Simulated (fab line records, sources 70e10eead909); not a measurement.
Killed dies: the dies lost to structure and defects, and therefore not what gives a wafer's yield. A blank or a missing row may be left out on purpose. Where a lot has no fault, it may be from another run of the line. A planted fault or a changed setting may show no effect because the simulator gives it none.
Which tool did it? + flow nand_harc + 24 lots, 72 wafers sampled, at 5 steps of a route of 1159

== WHAT EACH GAUGE READ, for each wafer ==
NHARC_P_CONTACT_CD_MEAS_19. Usual: 90.2 nm for cd_nm, sd 1.1.
| lot  | measured     | on        | cd_nm (nm)     | flag |
|------|--------------|-----------|----------------|------|
| L075 | day 6 00:01  | cd_sem-03 | 88.2 88.1 89.1 |      |
| L074 | day 6 00:21  | cd_sem-03 | 90.5 89.6 90.6 |      |
| L076 | day 6 00:43  | cd_sem-01 | 89.3 89.8 91.4 |      |
| L077 | day 6 06:42  | cd_sem-01 | 90.0 91.8 90.3 |      |
| L078 | day 6 19:32  | cd_sem-03 | 89.0 90.2 90.2 |      |
| L079 | day 7 04:34  | cd_sem-02 | 90.3 91.4 90.7 |      |
| L080 | day 7 07:19  | cd_sem-03 | 90.4 88.7 91.5 |      |
| L081 | day 7 09:56  | cd_sem-02 | 88.8 89.4 89.2 |      |
| L082 | day 7 16:08  | cd_sem-01 | 90.5 90.6 90.9 |      |
| L083 | day 7 21:04  | cd_sem-01 | 90.0 91.2 90.9 |      |
| L084 | day 7 22:03  | cd_sem-01 | 88.9 88.9 89.4 |      |
| L085 | day 9 00:06  | cd_sem-03 | 92.8 91.5 92.4 |      |
| L088 | day 8 21:20  | cd_sem-01 | 90.8 89.8 89.5 |      |
| L087 | day 8 22:31  | cd_sem-02 | 89.6 89.8 90.7 |      |
| L086 | day 9 04:46  | cd_sem-01 | 91.1 93.1 91.5 |      |
| L089 | day 9 13:25  | cd_sem-03 | 91.4 90.5 91.0 |      |
| L090 | day 9 11:44  | cd_sem-01 | 88.9 88.6 88.5 |      |
| L091 | day 9 21:03  | cd_sem-01 | 89.8 89.0 88.8 |      |
| L094 | day 10 07:09 | cd_sem-02 | 90.9 91.1 90.5 |      |
| L092 | day 10 08:21 | cd_sem-03 | 88.8 90.1 89.8 |      |
| L093 | day 10 11:40 | cd_sem-02 | 89.6 89.6 87.3 |      |
| L095 | day 10 21:04 | cd_sem-02 | 91.3 90.5 90.5 |      |
| L097 | day 11 00:55 | cd_sem-03 | 89.2 90.7 90.6 |      |
| L096 | day 11 02:54 | cd_sem-02 | 90.9 89.8 89.8 |      |

== EACH LOT AND THE TOOL THAT RAN IT (in order: tool; ch and the chambers of the sampled wafers; start) ==
| lot  | NHARC_P_GATE_HM_OPEN_105                      | NHARC_P_GATE_STRIP_113               | NHARC_P_GATE_RTA_64              | NHARC_P_CONTACT_CMP_01        |
|------|-----------------------------------------------|--------------------------------------|----------------------------------|-------------------------------|
| L075 | rie_diel-02 ch 0,1,3, day 5 18:38 or earlier  | plasma_asher-02 ch 0,1, day 5 18:38  | rtp_anneal-02 ch 0, day 5 19:51  | cmp-02 ch 0,2,3, day 5 21:55  |
| L074 | rie_diel-04 ch 0,2,3, day 5 19:16 or earlier  | plasma_asher-01 ch 0,1, day 5 19:16  | rtp_anneal-01 ch 0, day 5 20:27  | cmp-03 ch 2,3, day 5 22:28    |
| L076 | rie_diel-02 ch 1,3, day 5 19:20 or earlier    | plasma_asher-02 ch 0,1, day 5 19:20  | rtp_anneal-02 ch 0, day 5 20:37  | cmp-02 ch 0,2, day 5 22:40    |
| L077 | rie_diel-04 ch 0,1,3, day 6 01:28 or earlier  | plasma_asher-02 ch 0,1, day 6 01:28  | rtp_anneal-02 ch 0, day 6 02:46  | cmp-02 ch 1,2,3, day 6 04:49  |
| L078 | rie_diel-02 ch 0,1,3, day 6 14:18 or earlier  | plasma_asher-02 ch 0,1, day 6 14:18  | rtp_anneal-02 ch 0, day 6 15:35  | cmp-01 ch 0,1,3, day 6 17:38  |
| L079 | rie_diel-02 ch 0,2,3, day 6 23:12 or earlier  | plasma_asher-02 ch 0,1, day 6 23:12  | rtp_anneal-02 ch 0, day 7 00:31  | cmp-03 ch 1,2,3, day 7 02:49  |
| L080 | rie_diel-04 ch 0,2,3, day 7 02:04 or earlier  | plasma_asher-02 ch 0,1, day 7 02:04  | rtp_anneal-02 ch 0, day 7 03:22  | cmp-01 ch 1,3, day 7 05:26    |
| L081 | rie_diel-05 ch 1,3, day 7 04:41 or earlier    | plasma_asher-02 ch 0,1, day 7 04:41  | rtp_anneal-01 ch 0, day 7 05:59  | cmp-03 ch 2,3, day 7 08:01    |
| L082 | rie_diel-04 ch 0,2, day 7 10:40 or earlier    | plasma_asher-01 ch 0,1, day 7 10:40  | rtp_anneal-02 ch 0, day 7 11:52  | cmp-01 ch 1,3, day 7 14:08    |
| L083 | rie_diel-04 ch 0,1,2, day 7 15:51 or earlier  | plasma_asher-02 ch 0,1, day 7 15:51  | rtp_anneal-02 ch 0, day 7 17:03  | cmp-01 ch 1,2,3, day 7 19:10  |
| L084 | rie_diel-02 ch 0,2, day 7 16:31 or earlier    | plasma_asher-02 ch 0,1, day 7 16:31  | rtp_anneal-01 ch 0, day 7 17:53  | cmp-01 ch 0,3, day 7 20:06    |
| L085 | rie_diel-04 ch 1,2,3, day 8 18:47 or earlier  | plasma_asher-01 ch 0, day 8 18:47    | rtp_anneal-02 ch 0, day 8 20:05  | cmp-02 ch 0,2,3, day 8 22:10  |
| L088 | rie_diel-04 ch 0,3, day 8 16:28 or earlier    | plasma_asher-01 ch 0,1, day 8 16:28  | rtp_anneal-02 ch 0, day 8 17:28  | cmp-02 ch 0,3, day 8 19:26    |
| L087 | rie_diel-04 ch 0,2,3, day 8 17:26 or earlier  | plasma_asher-01 ch 0,1, day 8 17:26  | rtp_anneal-02 ch 0, day 8 18:44  | cmp-01 ch 1,3, day 8 20:46    |
| L086 | rie_diel-04 ch 1,2, day 8 23:53 or earlier    | plasma_asher-01 ch 0,1, day 8 23:53  | rtp_anneal-01 ch 0, day 9 00:52  | cmp-02 ch 1,2, day 9 03:00    |
| L089 | rie_diel-04 ch 0,2,3, day 9 08:01 or earlier  | plasma_asher-01 ch 0,1, day 9 08:01  | rtp_anneal-01 ch 0, day 9 09:18  | cmp-01 ch 0,2,3, day 9 11:22  |
| L090 | rie_diel-04 ch 0,2,3, day 9 05:58 or earlier  | plasma_asher-01 ch 0,1, day 9 05:58  | rtp_anneal-01 ch 0, day 9 07:15  | cmp-01 ch 0,3, day 9 09:31    |
| L091 | rie_diel-02 ch 1,2, day 9 15:48 or earlier    | plasma_asher-01 ch 0,1, day 9 15:48  | rtp_anneal-01 ch 0, day 9 17:06  | cmp-03 ch 2,3, day 9 19:09    |
| L094 | rie_diel-02 ch 0,2, day 10 01:55 or earlier   | plasma_asher-01 ch 0,1, day 10 01:55 | rtp_anneal-02 ch 0, day 10 03:14 | cmp-02 ch 0,1,3, day 10 05:19 |
| L092 | rie_diel-02 ch 0,1,2, day 10 02:49 or earlier | plasma_asher-02 ch 0,1, day 10 02:49 | rtp_anneal-01 ch 0, day 10 04:05 | cmp-02 ch 1,2,3, day 10 06:10 |
| L093 | rie_diel-04 ch 1,2, day 10 06:18 or earlier   | plasma_asher-01 ch 0,1, day 10 06:18 | rtp_anneal-02 ch 0, day 10 07:40 | cmp-01 ch 0,1,2, day 10 09:47 |
| L095 | rie_diel-04 ch 1,2, day 10 15:59 or earlier   | plasma_asher-01 ch 0,1, day 10 15:59 | rtp_anneal-01 ch 0, day 10 17:16 | cmp-01 ch 1,2,3, day 10 19:18 |
| L097 | rie_diel-04 ch 0,2,3, day 10 19:41 or earlier | plasma_asher-01 ch 0,1, day 10 19:41 | rtp_anneal-02 ch 0, day 10 20:58 | cmp-01 ch 1,2,3, day 10 23:03 |
| L096 | rie_diel-04 ch 1,2, day 10 21:41 or earlier   | plasma_asher-01 ch 0,1, day 10 21:41 | rtp_anneal-01 ch 0, day 10 23:00 | cmp-02 ch 0,1, day 11 01:10   |
- NHARC_P_GATE_HM_OPEN_105: chemistry O2/COS, target depth 360 nm.
- NHARC_P_GATE_STRIP_113: strips in N2/H2, time 740 s.
- NHARC_P_GATE_RTA_64: time 1 s.
- NHARC_P_CONTACT_CMP_01: polishes SiO2, target thk 200 nm.

== WHAT THE TOOLS THEMSELVES READ (means of the sampled wafers that have a number; where no wafer has one, the mark that the record gives instead) ==
NHARC_P_GATE_HM_OPEN_105. Usual: drypump_motor_current_A 5.6 A, standard deviation 0.56; mfc_ar_sccm 0.009 sccm, standard deviation 0.0096; oes_product_au 1.001 a.u., standard deviation 0.0069; rf_vpp_V 466.1 V, standard deviation 2.8; showerhead_plenum_p_Torr 3.07 Torr, standard deviation 0.13; throttle_valve_pct 28.331 %, standard deviation 0.011.
| lot  | tool        | drypump_motor_current_A (A) | mfc_ar_sccm (sccm) | oes_product_au (a.u.) | rf_vpp_V (V) | showerhead_plenum_p_Torr (Torr) | throttle_valve_pct (%) | flag |
|------|-------------|-----------------------------|--------------------|-----------------------|--------------|---------------------------------|------------------------|------|
| L075 | rie_diel-02 | 6.1                         | 0.007              | 1.003                 | 463.4        | 2.96                            | 28.328                 |      |
| L074 | rie_diel-04 | 5.6                         | 0.012              | 1.002                 | 467.5        | 3.14                            | 28.338                 |      |
| L076 | rie_diel-02 | 6.3                         | 0.000              | 1.006                 | 463.7        | 2.96                            | 28.311                 |      |
| L077 | rie_diel-04 | 5.5                         | 0.012              | 1.001                 | 466.5        | 3.04                            | 28.333                 |      |
| L078 | rie_diel-02 | 6.1                         | 0.007              | 1.006                 | 463.5        | 2.96                            | 28.335                 |      |
| L079 | rie_diel-02 | 5.8                         | 0.011              | 0.991                 | 464.2        | 3.01                            | 28.338                 |      |
| L080 | rie_diel-04 | 5.5                         | 0.012              | 0.998                 | 467.7        | 3.13                            | 28.343                 |      |
| L081 | rie_diel-05 | 6.2                         | 0.025              | 0.996                 | 467.0        | 3.15                            | 28.325                 |      |
| L082 | rie_diel-04 | 6.0                         | 0.015              | 1.004                 | 468.8        | 3.20                            | 28.332                 |      |
| L083 | rie_diel-04 | 5.7                         | 0.008              | 1.000                 | 468.1        | 3.14                            | 28.330                 |      |
| L084 | rie_diel-02 | 5.4                         | 0.014              | 0.994                 | 465.6        | 3.06                            | 28.333                 |      |
| L085 | rie_diel-04 | 5.2                         | 0.004              | 1.006                 | 465.5        | 3.07                            | 28.327                 |      |
| L088 | rie_diel-04 | 5.9                         | 0.019              | 1.004                 | 466.4        | 3.09                            | 28.333                 |      |
| L087 | rie_diel-04 | 5.5                         | 0.012              | 0.999                 | 468.0        | 3.13                            | 28.331                 |      |
| L086 | rie_diel-04 | 5.3                         | 0.000              | 0.994                 | 466.3        | 3.09                            | 28.342                 |      |
| L089 | rie_diel-04 | 5.5                         | 0.012              | 0.998                 | 466.8        | 3.13                            | 28.327                 |      |
| L090 | rie_diel-04 | 5.5                         | 0.012              | 1.012                 | 467.2        | 3.13                            | 28.323                 |      |
| L091 | rie_diel-02 | 5.6                         | 0.007              | 0.994                 | 465.3        | 3.05                            | 28.333                 |      |
| L094 | rie_diel-02 | 5.6                         | 0.018              | 1.000                 | 465.2        | 3.00                            | 28.330                 |      |
| L092 | rie_diel-02 | 5.8                         | 0.011              | 1.000                 | 464.8        | 3.00                            | 28.326                 |      |
| L093 | rie_diel-04 | 5.3                         | 0.000              | 0.998                 | 468.7        | 3.18                            | 28.331                 |      |
| L095 | rie_diel-04 | 5.2                         | 0.000              | 1.001                 | 467.9        | 3.18                            | 28.337                 |      |
| L097 | rie_diel-04 | 5.5                         | 0.012              | 1.001                 | 466.8        | 3.13                            | 28.326                 |      |
| L096 | rie_diel-04 | 5.2                         | 0.000              | 1.003                 | 468.1        | 3.18                            | 28.327                 |      |

NHARC_P_GATE_STRIP_113. Usual: drypump_motor_current_A 5.6 A, standard deviation 0.58; heater_power_w 85 W, standard deviation 3.9.
| lot  | tool            | drypump_motor_current_A (A) | heater_power_w (W) | flag |
|------|-----------------|-----------------------------|--------------------|------|
| L075 | plasma_asher-02 | 5.3                         | 85                 |      |
| L074 | plasma_asher-01 | 5.9                         | 85                 |      |
| L076 | plasma_asher-02 | 5.7                         | 83                 |      |
| L077 | plasma_asher-02 | 5.3                         | 84                 |      |
| L078 | plasma_asher-02 | 5.7                         | 82                 |      |
| L079 | plasma_asher-02 | 5.7                         | 81                 |      |
| L080 | plasma_asher-02 | 5.3                         | 85                 |      |
| L081 | plasma_asher-02 | 5.7                         | 83                 |      |
| L082 | plasma_asher-01 | 5.9                         | 84                 |      |
| L083 | plasma_asher-02 | 5.7                         | 82                 |      |
| L084 | plasma_asher-02 | 5.7                         | 83                 |      |
| L085 | plasma_asher-01 | 5.2                         | 91                 |      |
| L088 | plasma_asher-01 | 5.9                         | 84                 |      |
| L087 | plasma_asher-01 | 5.6                         | 89                 |      |
| L086 | plasma_asher-01 | 5.9                         | 84                 |      |
| L089 | plasma_asher-01 | 5.6                         | 88                 |      |
| L090 | plasma_asher-01 | 5.6                         | 87                 |      |
| L091 | plasma_asher-01 | 6.0                         | 86                 |      |
| L094 | plasma_asher-01 | 6.0                         | 85                 |      |
| L092 | plasma_asher-02 | 5.7                         | 86                 |      |
| L093 | plasma_asher-01 | 6.0                         | 85                 |      |
| L095 | plasma_asher-01 | 5.9                         | 86                 |      |
| L097 | plasma_asher-01 | 5.9                         | 86                 |      |
| L096 | plasma_asher-01 | 5.6                         | 88                 |      |

NHARC_P_GATE_RTA_64. Usual: anneal_temp_c_max 1054.7, standard deviation 1; lamp_power_pct 33.41 %, standard deviation 0.24; lamp_zone_2_pct 33.41 %, standard deviation 0.24; wafer_temp_C_max 1053.8, standard deviation 0.95.
| lot  | tool          | anneal_temp_c_max | lamp_power_pct (%) | lamp_zone_2_pct (%) | wafer_temp_C_max | flag |
|------|---------------|-------------------|--------------------|---------------------|------------------|------|
| L075 | rtp_anneal-02 | 1054.5            | 33.22              | 33.21               | 1053.4           |      |
| L074 | rtp_anneal-01 | 1055.6            | 33.68              | 33.69               | 1054.0           |      |
| L076 | rtp_anneal-02 | 1053.9            | 33.19              | 33.21               | 1052.9           |      |
| L077 | rtp_anneal-02 | 1053.9            | 33.27              | 33.20               | 1053.2           |      |
| L078 | rtp_anneal-02 | 1053.9            | 33.26              | 33.21               | 1054.4           |      |
| L079 | rtp_anneal-02 | 1053.9            | 33.21              | 33.22               | 1053.2           |      |
| L080 | rtp_anneal-02 | 1053.5            | 33.24              | 33.23               | 1053.4           |      |
| L081 | rtp_anneal-01 | 1055.7            | 33.62              | 33.66               | 1053.5           |      |
| L082 | rtp_anneal-02 | 1054.1            | 33.22              | 33.27               | 1053.2           |      |
| L083 | rtp_anneal-02 | 1054.3            | 33.14              | 33.18               | 1053.4           |      |
| L084 | rtp_anneal-01 | 1055.7            | 33.69              | 33.71               | 1054.6           |      |
| L085 | rtp_anneal-02 | 1054.4            | 33.21              | 33.21               | 1053.2           |      |
| L088 | rtp_anneal-02 | 1055.0            | 33.16              | 33.16               | 1053.0           |      |
| L087 | rtp_anneal-02 | 1054.6            | 33.21              | 33.23               | 1053.2           |      |
| L086 | rtp_anneal-01 | 1055.3            | 33.71              | 33.69               | 1054.1           |      |
| L089 | rtp_anneal-01 | 1055.2            | 33.70              | 33.71               | 1054.5           |      |
| L090 | rtp_anneal-01 | 1055.9            | 33.70              | 33.68               | 1053.9           |      |
| L091 | rtp_anneal-01 | 1055.7            | 33.71              | 33.73               | 1055.6           |      |
| L094 | rtp_anneal-02 | 1054.1            | 33.23              | 33.22               | 1053.7           |      |
| L092 | rtp_anneal-01 | 1056.6            | 33.68              | 33.63               | 1055.2           |      |
| L093 | rtp_anneal-02 | 1054.2            | 33.23              | 33.21               | 1053.0           |      |
| L095 | rtp_anneal-01 | 1055.6            | 33.73              | 33.73               | 1054.5           |      |
| L097 | rtp_anneal-02 | 1055.4            | 33.22              | 33.23               | 1053.2           |      |
| L096 | rtp_anneal-01 | 1055.6            | 33.72              | 33.69               | 1054.4           |      |

NHARC_P_CONTACT_CMP_01. Usual: 12.0 A for motor_current_A, sd 0.86.
| lot  | tool   | motor_current_A (A) | flag |
|------|--------|---------------------|------|
| L075 | cmp-02 | 12.1                |      |
| L074 | cmp-03 | 11.9                |      |
| L076 | cmp-02 | 12.0                |      |
| L077 | cmp-02 | 11.6                |      |
| L078 | cmp-01 | 11.7                |      |
| L079 | cmp-03 | 11.9                |      |
| L080 | cmp-01 | 11.9                |      |
| L081 | cmp-03 | 12.0                |      |
| L082 | cmp-01 | 11.6                |      |
| L083 | cmp-01 | 12.1                |      |
| L084 | cmp-01 | 12.1                |      |
| L085 | cmp-02 | 12.3                |      |
| L088 | cmp-02 | 12.4                |      |
| L087 | cmp-01 | 12.0                |      |
| L086 | cmp-02 | 12.0                |      |
| L089 | cmp-01 | 12.2                |      |
| L090 | cmp-01 | 12.0                |      |
| L091 | cmp-03 | 12.0                |      |
| L094 | cmp-02 | 12.4                |      |
| L092 | cmp-02 | 11.6                |      |
| L093 | cmp-01 | 12.4                |      |
| L095 | cmp-01 | 11.9                |      |
| L097 | cmp-01 | 12.2                |      |
| L096 | cmp-02 | 13.0                |      |

== THE ANSWER, worked out from the rows above alone ==
Rule: a lot counts as off when the mean over its wafers that have a number is more than 3 standard deviations away from the usual mean. Also off: a lot with no number at a reading for which 4 or more lots have one. All remaining lots with rows at the step are treated as sound. Order of review: gauges by route order, followed by the tools' own readings, for which a lot's mean as printed above is used. The first step at which some lot is off is used, and at that step the reading that is off furthest; a lot without a number counts as furthest.
None of the lots is off at any reading shown; this tells nothing.

== WHAT THE SIMULATOR PUT IN ==
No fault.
